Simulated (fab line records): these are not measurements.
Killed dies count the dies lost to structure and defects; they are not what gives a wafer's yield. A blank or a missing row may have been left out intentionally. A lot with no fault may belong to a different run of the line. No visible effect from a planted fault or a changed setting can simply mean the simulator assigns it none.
Which tool did it?    flow nand_harc    13 lots with 39 wafers sampled at 5 steps, on a route of 1302 steps

## WHAT THE GAUGES READ, wafer by wafer
NHARC_A_BONDPAD_CD_MEAS_13.
lot   measured      on         cd_nm (nm)
L813  day 23 06:53  cd_sem-03  502.2 500.6 500.6
L815  day 23 14:03  cd_sem-03  501.3 495.5 498.1
L816  day 24 03:06  cd_sem-03  496.9 497.8 499.1
L817  day 24 13:47  cd_sem-03  497.5 500.9 500.0
L818  day 24 20:25  cd_sem-01  497.5 500.7 498.3
L819  day 25 13:01  cd_sem-03  497.4 499.7 499.5
L820  day 26 06:26  cd_sem-02  502.1 500.7 502.4
L822  day 26 19:20  cd_sem-03  503.3 502.4 501.7
L821  day 26 20:35  cd_sem-03  499.6 499.3 497.9
L824  day 27 22:28  cd_sem-03  499.0 499.3 498.4
L829  day 29 17:47  cd_sem-02  500.5 500.1 497.3
L831  day 30 12:36  cd_sem-01  497.4 499.5 498.3
L832  day 30 17:13  cd_sem-02  494.6 495.3 496.5

NHARC_END_SORT_01.
lot   measured      on         defect_limited_yield (%)  killed_at_array  killed_at_other  killed_at_periphery  killed_dies  killed_open  killed_short
L813  day 24 12:37  prober-02  90.3 94.8 94.4            62 33 33         1 1 1            3 1 4                66 35 38     4 2 6        0 2 4
L815  day 24 20:31  prober-02  92.5 92.9 91.7            47 47 51         3 0 3            1 1 2                51 48 56     2 2 1        4 0 1
L816  day 25 08:41  prober-01  96.0 90.7 92.0            23 58 51         0 0 0            4 5 3                27 63 54     0 5 7        0 1 1
L817  day 26 00:08  prober-02  91.7 91.4 92.9            53 57 43         0 0 1            3 1 4                56 58 48     1 2 1        2 2 1
L818  day 25 23:20  prober-01  86.9 91.9 91.1            87 52 59         0 0 0            2 3 1                89 55 60     6 3 1        2 3 1
L819  day 26 20:17  prober-02  88.6 91.6 90.1            76 54 63         0 1 0            1 2 4                77 57 67     2 5 4        3 3 2
L820  day 27 17:48  prober-01  93.1 95.4 94.2            42 29 38         0 0 0            5 2 1                47 31 39     8 2 6        6 2 3
L822  day 28 01:58  prober-02  89.5 93.8 89.7            62 33 60         3 5 4            6 4 6                71 42 70     5 0 4        2 3 0
L821  day 28 08:52  prober-01  87.3 89.7 88.5            84 69 75         0 0 1            2 1 2                86 70 78     3 4 4        4 3 2
L824  day 29 06:23  prober-02  87.1 88.8 85.5            81 70 93         0 1 2            6 5 3                87 76 98     1 0 4        3 5 2
L829  day 31 01:29  prober-02  91.4 91.3 90.5            51 50 60         0 2 1            7 7 3                58 59 64     4 2 3        3 2 2
L831  day 31 19:05  prober-01  90.5 91.6 91.3            63 51 54         0 1 1            1 5 4                64 57 59     5 1 0        5 6 2
L832  day 32 02:51  prober-01  90.8 89.1 91.7            58 69 51         3 2 2            1 3 3                62 74 56     2 1 1        0 1 1

## EACH LOT AND THE TOOL THAT RAN IT (in order: tool; ch and the chambers of the sampled wafers; start)
lot   NHARC_A_M1_DEP_33                NHARC_A_BONDPAD_ETCH_24             NHARC_A_BONDPAD_ANNEAL_28
L813  pecvd-02 ch 0,2, day 23 04:37    rie_diel-06 ch 0,1,2, day 23 07:07  rtp_anneal-01 ch 0, day 23 08:16
L815  pecvd-04 ch 0,2, day 23 11:44    rie_diel-12 ch 1,2,3, day 23 14:17  rtp_anneal-01 ch 0, day 23 15:24
L816  pecvd-04 ch 0,2, day 24 00:48    rie_diel-12 ch 2,3, day 24 03:21    rtp_anneal-02 ch 0, day 24 04:38
L817  pecvd-03 ch 0,2, day 24 11:17    rie_diel-12 ch 1,2,3, day 24 14:07  rtp_anneal-02 ch 0, day 24 15:22
L818  pecvd-02 ch 0,1,2, day 24 18:06  rie_diel-12 ch 2,3, day 24 20:40    rtp_anneal-01 ch 0, day 24 21:53
L819  pecvd-04 ch 0,1,2, day 25 10:46  rie_diel-12 ch 0,2,3, day 25 13:14  rtp_anneal-02 ch 0, day 25 14:28
L820  pecvd-02 ch 0,1,2, day 26 04:11  rie_diel-04 ch 0,1,3, day 26 06:40  rtp_anneal-01 ch 0, day 26 07:57
L822  pecvd-04 ch 0,1, day 26 17:01    rie_diel-12 ch 0,1,2, day 26 19:34  rtp_anneal-01 ch 0, day 26 20:44
L821  pecvd-02 ch 0,1,2, day 26 18:23  rie_diel-06 ch 0,1, day 26 20:48    rtp_anneal-02 ch 0, day 26 22:05
L824  pecvd-03 ch 1,2, day 27 20:20    rie_diel-12 ch 2,3, day 27 22:41    rtp_anneal-01 ch 0, day 27 23:53
L829  pecvd-02 ch 0,1, day 29 15:26    rie_diel-12 ch 0,2,3, day 29 18:01  rtp_anneal-02 ch 0, day 29 19:09
L831  pecvd-03 ch 0,1,2, day 30 10:17  rie_diel-12 ch 0,1,3, day 30 12:50  rtp_anneal-01 ch 0, day 30 14:01
L832  pecvd-04 ch 0,1, day 30 14:57    rie_diel-12 ch 1,2, day 30 17:26    rtp_anneal-01 ch 0, day 30 18:39
- NHARC_A_M1_DEP_33: deposits SiCN, target thk 30 nm.
- NHARC_A_BONDPAD_ETCH_24: etches the open film in CF4/N2, target depth 30 nm, time 72.99 s.
- NHARC_A_BONDPAD_ANNEAL_28: time 90 s.

## WHAT THE TOOLS THEMSELVES READ (means of the sampled wafers that have a number; where no wafer has one, the mark that the record gives instead)
NHARC_A_M1_DEP_33.
lot   tool      heater_power_w (W)
L813  pecvd-02  669
L815  pecvd-04  510
L816  pecvd-04  505
L817  pecvd-03  490
L818  pecvd-02  605
L819  pecvd-04  602
L820  pecvd-02  539
L822  pecvd-04  526
L821  pecvd-02  598
L824  pecvd-03  640
L829  pecvd-02  474
L831  pecvd-03  580
L832  pecvd-04  574

NHARC_A_BONDPAD_ETCH_24.
lot   tool         cf4_flow_sccm (sccm)  drypump_motor_current_A (A)  oes_product_au (a.u.)  rf_vpp_V (V)  showerhead_plenum_p_Torr (Torr)  throttle_valve_pct (%)
L813  rie_diel-06  49.91                 5.8                          1.000                  316.9         2.76                             19.799
L815  rie_diel-12  49.92                 5.8                          0.975                  314.9         2.67                             19.800
L816  rie_diel-12  50.02                 5.8                          0.983                  314.4         2.66                             19.796
L817  rie_diel-12  49.93                 5.8                          0.992                  314.4         2.67                             19.792
L818  rie_diel-12  50.04                 6.0                          0.988                  313.6         2.56                             19.801
L819  rie_diel-12  50.15                 5.9                          0.989                  315.3         2.68                             19.800
L820  rie_diel-04  49.75                 6.3                          0.993                  314.0         2.66                             19.791
L822  rie_diel-12  50.12                 5.7                          0.986                  316.8         2.79                             19.802
L821  rie_diel-06  50.14                 5.9                          1.008                  315.5         2.73                             19.799
L824  rie_diel-12  50.08                 6.0                          0.994                  313.3         2.56                             19.795
L829  rie_diel-12  50.11                 5.9                          1.000                  315.7         2.68                             19.789
L831  rie_diel-12  49.90                 5.9                          0.990                  314.6         2.69                             19.796
L832  rie_diel-12  50.06                 5.6                          0.986                  317.3         2.77                             19.793

NHARC_A_BONDPAD_ANNEAL_28.
lot   tool           wafer_temp_C_max
L813  rtp_anneal-01  225.8
L815  rtp_anneal-01  225.6
L816  rtp_anneal-02  226.2
L817  rtp_anneal-02  226.4
L818  rtp_anneal-01  225.6
L819  rtp_anneal-02  226.4
L820  rtp_anneal-01  225.7
L822  rtp_anneal-01  225.9
L821  rtp_anneal-02  226.3
L824  rtp_anneal-01  225.5
L829  rtp_anneal-02  226.2
L831  rtp_anneal-01  225.7
L832  rtp_anneal-01  225.5

## THE ANSWER, worked out from the rows above alone
Rule: the lots themselves supply what counts as usual. The widest of any qualifying gaps counts: lots, ordered by their means at a reading, are off when they make up no more than a third of the lots, leave a main group of 4 or more, and stand apart from it by 3 or more times the standard deviation of that group's means. Not used: any main group whose means are identical at the precision the tables above print for the reading. Also off: a lot with no number at a reading for which 4 or more lots have one. All remaining lots with rows at the step are treated as sound. After the gauges, taken in route order, come the tools' own readings; for these a lot's mean is taken, as printed above. The first step at which some lot is off is used, and at that step the reading that is off furthest; a lot without a number counts as furthest.
Across all readings shown, no lot is off: no conclusion can be drawn from this.

## WHAT THE SIMULATOR PUT IN
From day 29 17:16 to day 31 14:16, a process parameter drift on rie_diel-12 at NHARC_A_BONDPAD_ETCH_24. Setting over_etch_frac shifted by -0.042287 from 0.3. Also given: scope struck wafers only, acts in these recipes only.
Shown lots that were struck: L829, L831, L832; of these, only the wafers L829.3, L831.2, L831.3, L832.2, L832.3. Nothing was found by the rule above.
